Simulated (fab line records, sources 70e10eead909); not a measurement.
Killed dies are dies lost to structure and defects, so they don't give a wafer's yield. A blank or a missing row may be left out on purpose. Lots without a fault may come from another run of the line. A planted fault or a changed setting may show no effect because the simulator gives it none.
fab line records | flow nand_harc
record lots=12 wafers=36 last_day=24
route steps=1159 shown A_ONON_D1@447 A_CHANNEL_HOLE_D1@466 A_CHANNEL_FILL_D1@494 END@1159
lots that met no fault: from a run of the same line without faults
start_h: hours from the record's first day to the start of the lot's first wafer shown | wait_h: hours since the lot's step before | " the same as in the row above | L1.1+2: a row that stands for several wafers | - no value, or no start given | * or withheld: withheld | < > ~ a bound
route shown NAME@n: a module of which the file shows steps, and the number in the route of the first | usual: mean/standard deviation of fault-free wafers | same: alike in all rows | chamber/n: place in a boat | sites: the reading at each site | _std_site: their standard deviation | _edge_site: outer sites' mean less inner sites' | radius_mm: how far each site lies from the wafer's centre | mask NAME#n: copy n | behind: the tool/chamber that last shaped the wafer | hold: why the lot was held/for how many hours/how that ended | device: the transistor (n, p or np) that didn't switch | end of line: the same wafers' tests at the end of the route | a step without rows: its recipe alone | killed: dies lost to structure and defects at the first sort, not the wafer's yield | map: a wafer's dies, x killed, . not, _ none there
set.NAME: the setting as run; set.NAME@STEP: as run at that earlier step | model.NAME: the simulator's own value behind a step, which no gauge read
steps of the route over a sample of lots; a table a step, a row a wafer
services: from which hour (start_h, from the record's first day; less than 0 if before it) a tool's chamber was out of use, for how many hours, and why
## steps
# step NHARC_A_ONON_D1_THK_MEAS_34
# recipe thk_meas_gauge=ellipsometry
# usual thk_nm=199.6/2.8
# columns lot.wafer tool chamber start_h wait_h thk_nm
L397.1 film_metro-02 - 177.88 - 198.2
L397.2 " - " " 198.2
L397.3 " - " " 193.8
L399.1 film_metro-02 - 191.72 - 197.0
L399.2 " - " " 197.7
L399.3 " - " " 202.2
L401.3 film_metro-02 - 203.66 - 193.9
L401.4 " - " " 201.5
L401.6 " - " " 197.0
L404.2 film_metro-02 - 211.68 - 198.8
L404.5 " - " " 199.8
L404.6 " - " " 199.8
L406.3 film_metro-01 - 233.55 - 200.8
L406.4 " - " " 203.6
L406.5 " - " " 206.8
L407.2 film_metro-01 - 233.79 - 199.5
L407.3 " - " " 199.2
L407.6 " - " " 202.2
L405.4 film_metro-01 - 233.83 - 201.6
L405.5 " - " " 203.0
L405.6 " - " " 199.0
L409.1 film_metro-02 - 243.30 - 198.3
L409.5 " - " " 201.2
L409.6 " - " " 202.4
L414.4 film_metro-02 - 276.41 - 202.1
L414.5 " - " " 198.9
L414.6 " - " " 202.6
L417.3 film_metro-02 - 301.60 - 200.1
L417.4 " - " " 205.2
L417.6 " - " " 205.4
L419.1 film_metro-01 - 301.74 - 197.7
L419.4 " - " " 203.3
L419.5 " - " " 200.5
L418.1 film_metro-01 - 301.96 - 199.7
L418.4 " - " " 201.9
L418.6 " - " " 198.2
# step NHARC_A_CHANNEL_HOLE_D1_ETCH_38
# recipe target_depth_a=390 over_etch_frac=0.3 time_s=65 ion_energy_ev=80 cf4_flow_sccm=150 ar_flow_sccm=0 rf_w=300 bias_w=100 chemistry=CF4
# usual drypump_motor_current_A=5.8/0.32 oes_product_au=1.006/0.013 rf_vpp_V=151.5/1.3 showerhead_plenum_p_Torr=1.79/0.076 throttle_valve_pct=13.283/0.0091
# columns lot.wafer tool chamber start_h wait_h drypump_motor_current_A oes_product_au rf_hours_counter_h rf_vpp_V showerhead_plenum_p_Torr throttle_valve_pct
L397.1 rie_diel-13 2 183.89 0.1 5.6 1.027 3 151.4 1.82 13.282
L397.3 " 3 " " 5.8 1.014 5 148.9 1.65 13.278
L397.2 " 0 " " 6.2 0.996 5 152.7 1.88 13.272
L399.1 rie_diel-13 1 195.05 0.1 5.4 1.020 6 152.4 1.84 13.286
L399.2 " 2 " " 5.5 1.026 4 152.3 1.82 13.292
L399.3 " 3 " " 5.8 0.989 6 149.3 1.65 13.267
L401.4 rie_diel-13 2 206.58 0.1 5.5 1.017 5 152.4 1.82 13.290
L401.3 " 3 " " 5.9 1.009 7 148.8 1.65 13.283
L401.6 " 2 " " 5.5 1.019 - 151.7 1.82 13.267
L404.2 rie_diel-13 2 215.03 0.1 5.6 1.025 6 150.5 1.82 13.288
L404.6 " 2 " " 5.6 1.014 - 151.1 1.82 13.277
L404.5 " 3 " " 5.8 1.003 - 148.7 1.65 13.290
L406.4 rie_diel-08 3 238.83 0.1 6.4 1.003 9 153.5 1.85 13.292
L406.3 " 0 " " 5.7 1.002 0 152.1 1.87 13.280
L406.5 " 2 " " 5.5 0.997 - 152.3 1.84 13.284
L407.2 rie_diel-11 2 239.75 0.1 5.8 1.011 1 150.1 1.80 13.287
L407.3 " 0 " " 5.6 0.991 1 150.5 1.71 13.269
L407.6 " 2 " " 5.8 1.008 - 150.2 1.80 13.273
L405.5 rie_diel-13 0 240.02 0.1 6.3 0.993 - 152.0 1.88 13.289
L405.6 " 2 " " 5.5 1.021 - 151.4 1.82 13.284
L405.4 " 3 " " 5.8 1.007 - 149.2 1.65 13.280
L409.1 rie_diel-13 3 247.17 0.1 5.8 1.005 11 150.1 1.65 13.285
L409.5 " 3 " " 5.8 1.012 - 150.2 1.65 13.273
L409.6 " 0 " " 6.2 0.981 - 151.4 1.88 13.282
L414.4 rie_diel-08 0 280.10 0.1 5.7 0.998 4 151.5 1.87 13.286
L414.6 " 0 " " 5.7 1.008 - 150.6 1.87 13.281
L414.5 " 1 " " 6.1 0.991 - 151.1 1.71 13.279
L417.4 rie_diel-13 1 306.79 0.1 5.4 0.851 1 151.2 1.83 13.278
L417.3 " 2 " " 5.5 1.019 1 152.2 1.82 13.283
L417.6 " 2 " " 5.5 1.018 - 152.1 1.82 13.305
L419.4 rie_diel-11 3 308.28 0.1 5.7 1.005 6 151.8 1.82 13.276
L419.1 " 2 " " 5.8 0.999 7 152.5 1.79 13.272
L419.5 " 0 " " 5.6 0.994 - 149.3 1.71 13.293
L418.4 rie_diel-13 0 308.70 0.1 6.2 0.851 1 150.5 1.88 13.289
L418.1 " 2 " " 5.5 0.860 1 152.9 1.82 13.300
L418.6 " 0 " " 6.2 0.996 - 152.3 1.88 13.270
# step NHARC_A_CHANNEL_HOLE_D1_ETCH_19
# recipe bias_v=1200 source_w=2500 pressure_mtorr=15 time_s=34.5 ar_flow_sccm=375 c4f8_flow_sccm=28.8 o2_flow_sccm=96.2 temp_c=-20 target_depth_a=* chemistry=C4F8/O2/Ar
# usual drypump_motor_current_A=5.7/0.36 showerhead_plenum_p_Torr=3.80/0.091 temp_c=-20.00/0.098 throttle_valve_pct=37.038/0.0098
# columns lot.wafer tool chamber start_h wait_h drypump_motor_current_A rf_hours_counter_h showerhead_plenum_p_Torr temp_c throttle_valve_pct
L397.2 har_etch-02 0 184.98 0.1 6.0 101 3.73 -19.94 37.055
L397.1 " 1 " " 5.3 101 3.93 -20.04 37.043
L397.3 " 1 " " 5.3 - 3.93 -20.16 37.054
L399.1 har_etch-01 1 196.15 0.1 6.0 196 3.73 -19.99 37.029
L399.2 " 0 " " 5.4 196 3.87 -19.88 37.050
L399.3 " 0 " " 5.4 - 3.87 -19.81 37.033
L401.4 har_etch-02 0 207.74 0.1 6.0 - 3.73 -20.17 37.042
L401.3 " 1 " " 5.2 - 3.92 -20.15 37.033
L401.6 " 0 " " 6.1 - 3.73 -19.95 37.055
L404.2 har_etch-02 1 216.12 0.1 5.3 118 3.92 -20.00 37.039
L404.6 " 1 " " 5.3 - 3.92 -20.01 37.041
L404.5 " 0 " " 6.0 - 3.72 -19.95 37.042
L406.4 har_etch-02 1 239.96 0.1 5.3 - 3.91 -19.81 37.026
L406.3 " 0 " " 6.0 - 3.72 -20.08 37.044
L406.5 " 1 " " 5.3 - 3.91 -19.88 37.036
L407.2 har_etch-01 0 240.84 0.1 5.5 212 3.86 -19.88 37.038
L407.3 " 1 " " 6.0 - 3.72 -20.09 37.051
L407.6 " 1 " " 6.0 - 3.72 -20.17 37.045
L405.4 har_etch-02 0 244.12 2.9 6.0 - 3.72 -19.89 37.036
L405.5 " 0 " " 6.0 - 3.72 -20.09 37.037
L405.6 " 1 " " 5.3 - 3.91 -19.88 37.029
L409.1 har_etch-01 0 248.33 0.1 5.4 219 3.86 -19.96 37.052
L409.6 " 1 " " 6.0 - 3.71 -20.03 37.035
L409.5 " 0 " " 5.4 - 3.86 -20.06 37.047
L414.4 har_etch-02 0 281.67 0.1 6.0 - 3.71 -20.01 37.028
L414.5 " 0 " " 6.0 - 3.71 -19.89 37.022
L414.6 " 1 " " 5.3 - 3.90 -19.71 37.047
L417.4 har_etch-02 1 307.92 0.1 5.3 - 3.89 -19.90 37.038
L417.3 " 0 " " 6.1 - 3.70 -19.92 37.048
L417.6 " 0 " " 6.1 - 3.70 -19.94 37.035
L419.1 har_etch-02 1 312.08 2.8 5.3 163 3.89 -20.08 37.040
L419.4 " 1 " " 5.3 - 3.89 -20.07 37.019
L419.5 " 0 " " 6.0 - 3.70 -20.23 37.035
L418.1 har_etch-02 0 316.21 6.0 6.1 167 3.70 -20.04 37.017
L418.4 " 1 " " 5.3 - 3.89 -20.00 37.047
L418.6 " 0 " " 6.1 - 3.69 -20.04 37.042
# step NHARC_A_CHANNEL_FILL_D1_ALD_14
# recipe target_thk_a=25 pulse_time_s=10 ald_cycles=25 temp_c=300 material=SiO2
# usual heater_power_w=469/71 precursor_pulse_height_rel=0.999/0.019
# columns lot.wafer tool chamber start_h wait_h heater_power_w precursor_pulse_height_rel
L397.3 ald_hk-02 0 199.84 0.0 543 1.002
L397.1 " 1 " " 494 0.981
L397.2 " 2 " " 404 1.013
L399.1 ald_hk-02 0 212.00 1.3 541 1.007
L399.3 " 1 " " 495 0.997
L399.2 " 2 " " 399 0.993
L401.3 ald_hk-02 1 220.61 0.0 510 0.987
L401.4 " 2 " " 406 1.003
L401.6 " 1 " " 499 0.982
L404.2 ald_hk-04 3 229.62 0.6 565 1.008
L404.6 " 0 " " 454 0.991
L404.5 " 1 " " 383 0.980
L407.2 ald_hk-03 2 252.97 0.0 423 1.010
L407.3 " 1 " " 493 0.990
L407.6 " 2 " " 432 0.971
L406.4 ald_hk-02 3 253.08 0.2 435 0.974
L406.3 " 1 " " 488 0.967
L406.5 " 3 " " 430 0.986
L405.4 ald_hk-02 0 257.06 0.1 550 1.030
L405.6 " 2 " " 412 0.994
L405.5 " 3 " " 422 0.999
L409.1 ald_hk-04 0 261.20 0.1 454 1.012
L409.5 " 0 " " 457 1.001
L409.6 " 1 " " 398 1.017
L414.4 ald_hk-04 2 295.57 1.0 394 0.971
L414.5 " 3 " " 564 1.017
L414.6 " 0 " " 457 1.006
L417.3 ald_hk-02 0 320.82 0.1 568 0.980
L417.4 " 1 " " 497 0.972
L417.6 " 3 " " 407 1.004
L419.4 ald_hk-04 2 330.32 5.4 376 0.986
L419.1 " 1 " " 398 1.024
L419.5 " 2 " " 392 1.011
L418.4 ald_hk-04 3 331.22 2.1 567 1.031
L418.1 " 0 " " 442 1.032
L418.6 " 2 " " 384 0.971
# step NHARC_END_SORT_01
# recipe temp_c=25
# usual killed_at_array=28/11 killed_at_other=0.5/0.87 killed_at_periphery=2.9/2.2 killed_dies=32/11 killed_open=3.2/1.9 killed_short=1.8/1.4
# same gross_dies=677
# columns lot.wafer tool chamber start_h wait_h killed_at_array killed_at_other killed_at_periphery killed_dies killed_open killed_short
L418.1 prober-02 0 569.56 2.5 35 0 0 35 0 0
L418.4 prober-02 0 571.99 3.4 56 1 3 60 4 2
# killed by level:class
L418.1 A_SLIT:chamber_film_flake=15 A_CHANNEL_HOLE_D1:area_etch=7 A_CHANNEL_HOLE_D1:chamber_film_flake=5 A_CONTACT:chamber_film_flake=3 A_BONDPAD:chamber_film_flake=3 A_STAIRCASE:chamber_film_flake=2
L418.4 A_SLIT:chamber_film_flake=24 A_CHANNEL_HOLE_D1:chamber_film_flake=9 A_BONDPAD:chamber_film_flake=6 A_STAIRCASE:chamber_film_flake=3 A_CONTACT:chamber_film_flake=3 A_CHANNEL_HOLE_D1:area_etch=3 A_BLC:geometric_particle:open=2 A_M0:geometric_particle:short=2
## services
# columns tool chamber start_h hours kind
rie_diel-13 0 181.50 - clean
rie_diel-13 1 181.50 - clean
rie_diel-13 2 181.50 - clean
rie_diel-13 3 181.50 - clean
rie_diel-11 2 186.98 3.6 repair
ald_hk-04 - 187.58 10.0 pm
rie_diel-11 - 189.56 9.0 pm
rie_diel-13 0 206.00 - clean
rie_diel-13 1 206.00 - clean
rie_diel-13 2 206.00 - clean
rie_diel-13 3 206.00 - clean
rie_diel-11 3 208.10 6.4 repair
rie_diel-13 1 223.23 23.2 repair
rie_diel-13 0 230.66 - clean
rie_diel-13 2 230.66 - clean
rie_diel-13 3 230.66 - clean
rie_diel-13 0 255.16 - clean
rie_diel-13 1 255.16 - clean
rie_diel-13 2 255.16 - clean
rie_diel-13 3 255.16 - clean
rie_diel-13 - 276.00 9.0 pm
rie_diel-08 3 298.10 2.3 repair
rie_diel-08 - 301.88 9.0 pm
har_etch-01 - 305.00 17.0 pm
## key
first_sign step=NHARC_A_CHANNEL_HOLE_D1_ETCH_38 reading=oes_product_au direction=down sigmas=12 usual=1.006 struck=0.854
effect none on later readings
met_at NHARC_A_CHANNEL_HOLE_D1_ETCH_38
struck_lots L417,L418
struck_wafers L417.4,L418.1,L418.4
tester_left_out L417,L418
not_acting_at NHARC_A_ONON_D1_THK_MEAS_34,NHARC_A_CHANNEL_HOLE_D1_ETCH_19,NHARC_A_CHANNEL_FILL_D1_ALD_14
onset_between 247.17 306.79
fault kind=process_parameter_drift tool=rie_diel-13 chamber=- onset_h=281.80 steps=NHARC_A_CHANNEL_HOLE_D1_ETCH_38 channel=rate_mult offset=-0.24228 shape=step end_h=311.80 scope=struck_wafers_only
# tester_left_out: of these lots the tester's yield and bins aren't shown, on N5 and GAA mostly nor the transistor test; their killed dies are dies lost to structure and defects alone, not to doping, threshold or leakage, so they don't give the yield
